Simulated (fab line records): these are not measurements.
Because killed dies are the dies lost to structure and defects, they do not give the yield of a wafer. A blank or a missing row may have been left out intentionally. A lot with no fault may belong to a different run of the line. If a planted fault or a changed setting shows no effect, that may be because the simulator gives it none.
fab line records -- flow n5Finfet
[record] lots = 10, wafers = 26, lastDay = 18
route steps=1938 shown BEOL_M0@726 BEOL_M4@1111 PASSIVATION@1936
lots untouched by any fault: they come from a run of this same line in which no faults occurred
startH: the number of hours between the record's first day and the start of the first shown wafer of the lot -- waitH: hours since the lot's step before -- " repeats the value in the row above -- L1.1+2: several wafers, shown together as one row -- - no value, or no start given -- * or withheld: withheld -- < > ~ a bound
route shown NAME@n: a module of which the file shows steps, and the number in the route of the first -- usual: mean/standard deviation taken from wafers without a fault -- same: alike in all rows -- chamber/n: place in a boat -- sites: per-site readings -- _std_site: standard deviation across them -- _edge_site: outer sites' mean less inner sites' -- radiusMm: how far each site lies from the wafer's centre -- mask NAME#n: copy n -- behind: the tool/chamber that last shaped the wafer -- hold: cause of the lot's hold/its duration in hours/its outcome -- device: the transistor (n, p or np) that didn't switch -- end of line: the same wafers' tests at the end of the route -- for a step that has no rows: nothing shown but its recipe -- killed: count of dies lost to structure and defects at first sort (not the wafer's yield) -- map: a wafer's dies, x killed, . not, _ none there
set.NAME: the setting as run; set.NAME@STEP: as run at that earlier step -- model.NAME: the simulator's own value behind a step, which no gauge read
the route's steps for a sample of lots (tables are steps, rows are wafers)
services: when a tool's chamber went out of use (startH, in hours from the record's first day, below 0 if earlier), for how many hours, and the reason
[[steps]]
[step N5_BEOL_M0_ETCH_109]
[recipe] chemistry = CH3F/O2, targetDepthA = 80, overetchA = 24, target = SiCN, timeS = 27.4, ionEnergyEv = 120, pressureMtorr = 30, sourceW = 395, biasW = 75, Ar_flow_sccm = 150, CH3F_flow_sccm = 30, O2_flow_sccm = 20
[usual] drypumpMotorCurrentA = 5.7/0.37, oesProductAu = 0.71/0.071, rfVppV = 297.4/1.4, showerheadPlenumPTorr = 2.00/0.061, throttleValvePct = 16.24/0.18
lot.wafer,tool,chamber,startH,waitH,drypumpMotorCurrentA,oesProductAu,rfHoursCounterH,rfVppV,showerheadPlenumPTorr,throttleValvePct
L901.2,rieDiel-05,0,144.53,1.7,5.8,0.69,84,298.3,2.03,15.98
L901.3,rieDiel-05,1,144.53,1.7,5.9,0.78,22,296.8,1.94,16.20
L901.5,rieDiel-05,2,144.53,1.7,5.8,0.79,-,298.5,1.94,16.29
L907.5,rieDiel-05,1,163.73,0.1,5.9,0.78,-,296.7,1.94,16.22
L907.6,rieDiel-05,0,163.73,0.1,5.7,0.69,-,297.4,2.03,16.00
L909.4,rieDiel-05,0,172.85,1.2,5.7,0.67,95,298.1,2.03,16.00
L909.5,rieDiel-05,3,172.85,1.2,6.3,0.58,-,296.5,2.05,16.55
L909.6,rieDiel-05,2,172.85,1.2,5.8,0.74,-,297.2,1.94,16.31
L911.1,rieDiel-06,0,190.25,0.0,5.3,0.64,163,296.8,1.99,16.46
L911.5,rieDiel-06,2,190.25,0.0,5.2,0.74,-,299.6,2.10,16.05
L914.1,rieDiel-06,3,199.52,0.0,5.1,0.81,4,298.2,2.06,16.19
L914.3,rieDiel-06,0,199.52,0.0,5.4,0.63,166,297.9,1.99,16.47
L914.4,rieDiel-06,1,199.52,0.0,6.1,0.61,219,297.1,1.90,16.43
L918.1,rieDiel-06,1,229.62,0.0,6.2,0.59,229,296.0,1.90,16.45
L918.4,rieDiel-06,1,229.62,0.0,6.1,0.59,-,293.8,1.90,16.46
L919.1,rieDiel-06,0,233.37,0.1,5.3,0.62,179,296.8,1.99,16.48
L919.4,rieDiel-06,0,233.37,0.1,5.3,0.63,-,296.7,1.99,16.49
L919.6,rieDiel-06,1,233.37,0.1,6.1,0.61,-,295.9,1.90,16.44
L921.2,rieDiel-06,2,247.83,0.0,5.3,0.70,78,298.8,2.09,16.06
L921.4,rieDiel-06,0,247.83,0.0,5.3,0.63,185,296.8,1.98,16.50
L921.5,rieDiel-06,1,247.83,0.0,6.2,0.59,-,294.0,1.89,16.46
L923.2,rieDiel-05,2,257.84,0.0,5.8,0.70,74,295.3,1.93,16.37
L923.3,rieDiel-05,1,257.84,0.0,5.8,0.71,63,294.9,1.93,16.27
L923.5,rieDiel-05,2,257.84,0.0,5.8,0.70,-,296.6,1.93,16.37
L922.4,rieDiel-05,2,264.35,0.1,5.8,0.71,76,296.5,1.93,16.37
L922.6,rieDiel-05,0,264.35,0.1,5.8,0.64,-,296.2,2.02,16.08
[step N5_BEOL_M0_DEGAS_112]
[recipe] ambient = vacuum, tempC = 250, timeS = 60
[usual] heaterPowerW = 314/23
lot.wafer,tool,chamber,startH,waitH,heaterPowerW
L901.2,pvdSputter-02,-,144.70,0.0,357
L901.3,pvdSputter-02,-,144.70,0.0,297
L901.5,pvdSputter-02,-,144.70,0.0,349
L907.5,pvdSputter-03,-,164.76,0.9,298
L907.6,pvdSputter-03,-,164.76,0.9,311
L909.4,pvdSputter-01,-,173.41,0.4,341
L909.5,pvdSputter-01,-,173.41,0.4,337
L909.6,pvdSputter-01,-,173.41,0.4,305
L911.1,pvdSputter-01,-,190.57,0.2,340
L911.5,pvdSputter-01,-,190.57,0.2,307
L914.1,pvdSputter-02,-,200.03,0.3,298
L914.3,pvdSputter-02,-,200.03,0.3,310
L914.4,pvdSputter-02,-,200.03,0.3,287
L918.1,pvdSputter-01,-,230.16,0.4,306
L918.4,pvdSputter-01,-,230.16,0.4,336
L919.1,pvdSputter-02,-,233.58,0.0,351
L919.4,pvdSputter-02,-,233.58,0.0,285
L919.6,pvdSputter-02,-,233.58,0.0,298
L921.2,pvdSputter-03,-,249.80,1.8,335
L921.4,pvdSputter-03,-,249.80,1.8,316
L921.5,pvdSputter-03,-,249.80,1.8,320
L923.2,pvdSputter-02,-,258.21,0.2,298
L923.3,pvdSputter-02,-,258.21,0.2,346
L923.5,pvdSputter-02,-,258.21,0.2,280
L922.4,pvdSputter-01,-,266.50,2.0,309
L922.6,pvdSputter-01,-,266.50,2.0,341
[step N5_BEOL_M0_PRE_CLEAN_113]
[recipe] gas = H2/He, timeS = 30, tempC = 250
[usual] heaterPowerW = 315/23
lot.wafer,tool,chamber,startH,waitH,heaterPowerW
L901.2,pvdSputter-02,-,144.74,0.0,361
L901.3,pvdSputter-02,-,144.74,0.0,290
L901.5,pvdSputter-02,-,144.74,0.0,354
L907.5,pvdSputter-03,-,164.80,0.0,297
L907.6,pvdSputter-03,-,164.80,0.0,316
L909.4,pvdSputter-01,-,173.45,0.0,342
L909.5,pvdSputter-01,-,173.45,0.0,328
L909.6,pvdSputter-01,-,173.45,0.0,303
L911.1,pvdSputter-01,-,190.61,0.0,326
L911.5,pvdSputter-01,-,190.61,0.0,305
L914.1,pvdSputter-02,-,200.07,0.0,298
L914.3,pvdSputter-02,-,200.07,0.0,307
L914.4,pvdSputter-02,-,200.07,0.0,278
L918.1,pvdSputter-01,-,230.20,0.0,311
L918.4,pvdSputter-01,-,230.20,0.0,329
L919.1,pvdSputter-02,-,233.62,0.0,358
L919.4,pvdSputter-02,-,233.62,0.0,287
L919.6,pvdSputter-02,-,233.62,0.0,306
L921.2,pvdSputter-03,-,249.84,0.0,343
L921.4,pvdSputter-03,-,249.84,0.0,316
L921.5,pvdSputter-03,-,249.84,0.0,332
L923.2,pvdSputter-02,-,258.25,0.0,306
L923.3,pvdSputter-02,-,258.25,0.0,355
L923.5,pvdSputter-02,-,258.25,0.0,292
L922.4,pvdSputter-01,-,266.54,0.0,306
L922.6,pvdSputter-01,-,266.54,0.0,340
[step N5_BEOL_M0_ALD_136]
[recipe] material = TaN, targetThkA = *, tempC = 275, aldPrecursorFamily = PDMAT, aldCoReactant = NH3, pressureTorr = 3, carrierFlowSccm = 1500, pulseTimeS = 2, purgeTimeS = 3, coReactantPurgeTimeS = 2, coReactantPulseTimeS = 3, aldCycles = 30, precursorVesselTempC = 75, precursorVesselPressureTorr = 26.25, precursorVesselCarrierSccm = 1000
[usual] aldCycles = 30/0, heaterPowerW = 409/40, mfcCarrierSccm = 1500/4.4
[same] coReactantPulseTimeS = 3
lot.wafer,tool,chamber,startH,waitH,aldCycles,heaterPowerW,mfcCarrierSccm
L901.2,aldMetal-03,3,144.82,0.1,30,483,1499
L901.3,aldMetal-03,2,144.82,0.1,30,386,1498
L901.5,aldMetal-03,1,144.82,0.1,30,435,1499
L907.5,aldMetal-03,1,164.94,0.1,30,441,1495
L907.6,aldMetal-03,0,164.94,0.1,30,385,1501
L909.4,aldMetal-03,1,173.55,0.1,30,442,1501
L909.5,aldMetal-03,3,173.55,0.1,30,491,1502
L909.6,aldMetal-03,2,173.55,0.1,30,391,1494
L911.1,aldMetal-02,2,190.77,0.1,30,428,1492
L911.5,aldMetal-02,0,190.77,0.1,30,332,1502
L914.1,aldMetal-03,2,200.29,0.2,30,387,1504
L914.3,aldMetal-03,0,200.29,0.2,30,384,1493
L914.4,aldMetal-03,1,200.29,0.2,42,440,1505
L918.1,aldMetal-03,1,230.26,0.0,30,430,1501
L918.4,aldMetal-03,3,230.26,0.0,42,497,1497
L919.1,aldMetal-03,3,233.70,0.1,30,488,1499
L919.4,aldMetal-03,1,233.70,0.1,42,437,1499
L919.6,aldMetal-03,3,233.70,0.1,30,497,1498
L921.2,aldMetal-02,0,249.90,0.0,30,339,1498
L921.4,aldMetal-02,2,249.90,0.0,30,432,1508
L921.5,aldMetal-02,0,249.90,0.0,30,341,1498
L923.2,aldMetal-02,0,258.33,0.1,30,341,1501
L923.3,aldMetal-02,2,258.33,0.1,30,446,1502
L923.5,aldMetal-02,2,258.33,0.1,30,443,1500
L922.4,aldMetal-01,1,266.60,0.0,30,418,1501
L922.6,aldMetal-01,1,266.60,0.0,30,418,1493
[step N5_BEOL_M0_CMP_120]
[recipe] stopOn = SiOC, tOverpolishS = 6.9, downForcePsi = 1, platenRpm = 50, clearingPlatenDownForcePsi = 1.5, clearingPlatenRpm = 50, postCmpClean = cuAlkaline, clearingPlatenPadVelocityMS = 0.99484, padVelocityMS = 0.99484
[usual] barrierFieldEndpointS = 3.66/0.13, motorCurrentA = 5.7/0.48, platenRpm = 50.00/0.034
lot.wafer,tool,chamber,startH,waitH,barrierFieldEndpointS,motorCurrentA,platenRpm
L901.3,cmp-04,3,150.38,0.2,3.73,6.1,50.05
L901.2,cmp-04,1,150.38,0.2,3.51,6.4,49.99
L901.5,cmp-04,2,150.38,0.2,3.60,5.4,49.99
L907.5,cmp-03,1,166.28,0.2,3.66,5.4,50.05
L907.6,cmp-03,2,166.28,0.2,3.50,5.7,50.00
L909.4,cmp-03,3,175.35,0.2,3.70,6.3,50.00
L909.6,cmp-03,1,175.35,0.2,3.68,5.2,50.02
L909.5,cmp-03,2,175.35,0.2,3.68,5.5,50.03
L911.1,cmp-04,3,193.90,0.5,3.55,6.0,50.02
L911.5,cmp-04,3,193.90,0.5,3.72,6.1,50.02
L914.4,cmp-04,3,203.62,0.2,4.52,6.2,50.00
L914.3,cmp-04,0,203.62,0.2,3.65,6.0,50.02
L914.1,cmp-04,1,203.62,0.2,3.72,6.6,49.99
L918.4,cmp-04,2,232.73,1.1,4.29,5.4,49.99
L918.1,cmp-04,3,232.73,1.1,3.79,6.3,50.03
L919.4,cmp-04,2,236.74,0.1,4.33,5.5,49.99
L919.1,cmp-04,3,236.74,0.1,3.50,6.1,50.02
L919.6,cmp-04,2,236.74,0.1,3.60,5.4,50.04
L921.2,cmp-03,0,254.44,0.2,3.78,5.6,50.04
L921.4,cmp-03,2,254.44,0.2,3.44,5.6,49.97
L921.5,cmp-03,0,254.44,0.2,3.74,5.6,50.02
L923.2,cmp-03,1,259.90,0.4,3.67,5.3,49.99
L923.3,cmp-03,2,259.90,0.4,3.71,5.4,50.01
L923.5,cmp-03,0,259.90,0.4,3.70,5.4,50.02
L922.4,cmp-02,0,267.95,0.2,3.57,5.8,50.02
L922.6,cmp-02,1,267.95,0.2,3.46,5.4,50.03
[step N5_BEOL_M4_RC_MEAS_101]
[usual] DIBL_N = 36.0/1.7, DIBL_P = 36.2/2.3, IOFF_N = 0.16/0.03, IOFF_P = 0.21/0.036, ION_N = 679/11, ION_P = 465/7.1, SS_N = 71.4/0.58, SS_P = 73.3/0.75, VT_N = 249/3.1, VT_P = -251/3.5
lot.wafer,tool,chamber,startH,waitH,DIBL_N[mV/V],DIBL_P[mV/V],IOFF_N[nA/um],IOFF_P[nA/um],ION_N[uA/um],ION_P[uA/um],SS_N[mV/dec],SS_P[mV/dec],VT_N[mV],VT_P[mV]
L901.2,prober-01,0,189.24,0.2,33.9,33.3,0.14,0.19,673,461,71.0,73.1,248,-250
L901.3,prober-01,0,189.24,0.2,32.7,31.5,0.12,0.17,665,459,70.9,72.2,252,-253
L901.5,prober-01,0,189.24,0.2,35.4,35.5,0.15,0.21,683,467,70.4,72.8,249,-249
L907.5,prober-01,0,214.48,0.6,34.2,34.3,0.13,0.19,670,454,71.1,73.6,251,-250
L907.6,prober-01,0,214.48,0.6,36.1,35.9,0.17,0.21,683,465,72.0,73.6,249,-251
L909.4,prober-01,0,230.55,0.5,35.2,36.6,0.13,0.20,650,455,71.3,74.1,254,-251
L909.5,prober-01,0,230.55,0.5,36.2,37.4,0.15,0.22,667,455,71.1,72.5,251,-250
L909.6,prober-01,0,230.55,0.5,35.6,35.9,0.14,0.18,665,458,71.6,73.0,254,-254
L911.1,prober-01,0,250.71,0.0,33.8,34.2,0.14,0.20,687,469,71.0,72.1,248,-251
L911.5,prober-01,0,250.71,0.0,33.5,33.8,0.14,0.19,684,473,70.9,73.0,249,-251
L914.1,prober-02,0,260.33,0.0,36.4,36.9,0.16,0.22,679,467,71.7,73.8,252,-250
L914.3,prober-02,0,260.33,0.0,35.0,34.7,0.14,0.18,657,456,71.7,72.3,252,-252
L914.4,prober-02,0,260.33,0.0,39.0,40.1,0.22,0.26,684,472,71.9,74.4,246,-248
L918.1,prober-02,0,280.22,0.0,39.7,41.2,0.23,0.28,703,477,72.0,73.9,244,-247
L918.4,prober-02,0,280.22,0.0,36.6,37.7,0.15,0.22,672,469,71.9,73.8,249,-250
L919.1,prober-02,0,283.56,0.0,34.7,37.0,0.15,0.19,681,464,71.3,73.2,246,-253
L919.4,prober-02,0,283.56,0.0,36.7,39.3,0.20,0.22,691,467,71.7,73.9,244,-252
L919.6,prober-02,0,283.56,0.0,34.3,35.5,0.14,0.16,679,456,71.2,72.3,250,-255
L921.2,prober-01,0,313.77,0.2,37.9,36.6,0.17,0.21,691,463,71.6,73.4,248,-250
L921.4,prober-01,0,313.77,0.2,38.5,37.6,0.20,0.24,696,469,71.7,74.8,245,-247
L921.5,prober-01,0,313.77,0.2,37.8,37.1,0.19,0.22,703,470,71.1,73.7,245,-249
L923.2,prober-01,0,316.38,0.2,37.0,37.6,0.16,0.22,687,469,71.7,73.4,250,-251
L923.3,prober-01,0,316.38,0.2,36.6,37.2,0.17,0.22,683,462,71.3,73.8,247,-252
L923.5,prober-01,0,316.38,0.2,38.6,39.7,0.20,0.27,688,470,72.0,74.9,245,-249
L922.4,prober-02,0,321.31,0.5,40.8,43.6,0.28,0.32,701,481,72.3,74.5,241,-247
L922.6,prober-02,0,321.31,0.5,36.5,37.9,0.16,0.22,672,462,72.2,72.9,253,-250
[step N5_PASSIVATION_PROBE_49]
[usual] defectLimitedYield = 91.3/1.5, killed_at_M0_to_M3 = 31/11, killed_at_M4_up = 14/5.1, killedAtContacts = 12/5.6, killedAtFrontEnd = 42/12, killedAtOther = 3.8/2.9, killedDies = 103/18, killedOnRim = 14/4.5, killedOpen = 67/14, killedShort = 33/8, sort_bin_4_leakage = 0.00/0.0073, sort_bin_5_function = 5.1/1, sort_bin_6_memory = 3.2/0.75, sortNPass = 1077/18, sortYieldPct = 91.3/1.5
[same] grossDies = 1180, killedAtBackSide = 0, sort_bin_8_speed[%] = 0
lot.wafer,tool,chamber,startH,waitH,defectLimitedYield[%],killed_at_M0_to_M3,killed_at_M4_up,killedAtContacts,killedAtFrontEnd,killedAtOther,killedDies,killedOnRim,killedOpen,killedShort,sort_bin_4_leakage[%],sort_bin_5_function[%],sort_bin_6_memory[%],sortNPass,sortYieldPct[%]
L907.5,prober-01,-,339.62,0.2,93.2,17,12,9,36,6,80,9,49,31,0,4.0,2.5,1100,93.2
L919.1,prober-02,-,385.89,0.0,93.8,26,8,8,25,6,73,11,39,32,0,3.5,2.4,1107,93.8
// killed by level:class
L907.5 FIN_SAQP:geometricParticle:short=11 DUMMY_GATE:geometricParticle:open=9 MOL_CONTACT_COAG:geometricParticle:open=6 BEOL_M5:geometricParticle:open=6 STI_FIN_REVEAL:geometricParticle:open=4 BEOL_M0_SAQP:geometricParticle:open=4 STARTING-WAFER:geometricParticle:open=4 MOL_CONTACT_COAG:geometricParticle:short=3
L919.1 MOL_CONTACT_COAG:geometricParticle:open=8 BEOL_M0_SAQP:geometricParticle:short=8 BEOL_M0_SAQP:geometricParticle:open=7 FIN_SAQP:geometricParticle:short=4 STI_FIN_REVEAL:geometricParticle:open=4 BEOL_M4:geometricParticle:open=4 ILD0:geometricParticle:short=3 BEOL_M1:geometricParticle:short=3
[[services]]
tool,chamber,startH,hours,kind
aldMetal-02,-,121.64,2.3,repair
aldMetal-03,-,122.27,14.6,pm
rieDiel-06,-,125.58,28.1,pm
cmp-03,-,126.97,0.4,repair
cmp-04,-,128.44,4.0,pm
cmp-04,-,132.44,-,consumableReplace:conditioner
cmp-04,-,132.44,-,consumableReplace:pad
pvdSputter-02,-,140.26,0.6,repair
aldMetal-02,-,140.52,5.3,repair
aldMetal-01,2,146.20,3.4,repair
cmp-02,-,161.40,8.3,pm
rieDiel-06,3,166.60,-,clean
rieDiel-06,3,166.60,-,consumableReplace:focusRing
cmp-04,-,185.04,3.2,repair
rieDiel-05,3,194.37,-,clean
rieDiel-05,3,194.37,-,consumableReplace:focusRing
rieDiel-05,3,194.37,13.7,scheduledDown
cmp-03,-,200.43,2.5,repair
cmp-02,-,201.77,6.7,pm
cmp-02,-,209.12,0.2,repair
rieDiel-06,3,225.92,16.6,repair
cmp-03,-,233.02,4.0,pm
aldMetal-02,1,233.87,13.2,repair
cmp-04,-,257.55,19.6,repair
[[key]]
[firstSign] step = N5_BEOL_M0_ALD_136, reading = aldCycles, direction = up, sigmas = 99+, usual = *, struck = *
[effect] step = N5_BEOL_M0_CMP_120, reading = barrierFieldEndpointS, direction = up, sigmas = 5.6, usual = 3.66, struck = 4.38
metAt N5_BEOL_M0_ALD_136
struckLots L914,L918,L919
struckWafers L914.4,L918.4,L919.4
notActingAt N5_BEOL_M0_ETCH_109,N5_BEOL_M0_DEGAS_112,N5_BEOL_M0_PRE_CLEAN_113
onsetBetween 173.55 200.29
[fault] kind = processParameterDrift, tool = aldMetal-03, chamber = -, onsetH = 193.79, steps = N5_BEOL_M0_ALD_136, channel = aldCycles, offset = *, shape = step, endH = 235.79, scope = struckWafersOnly, actsIn = *, stated = *
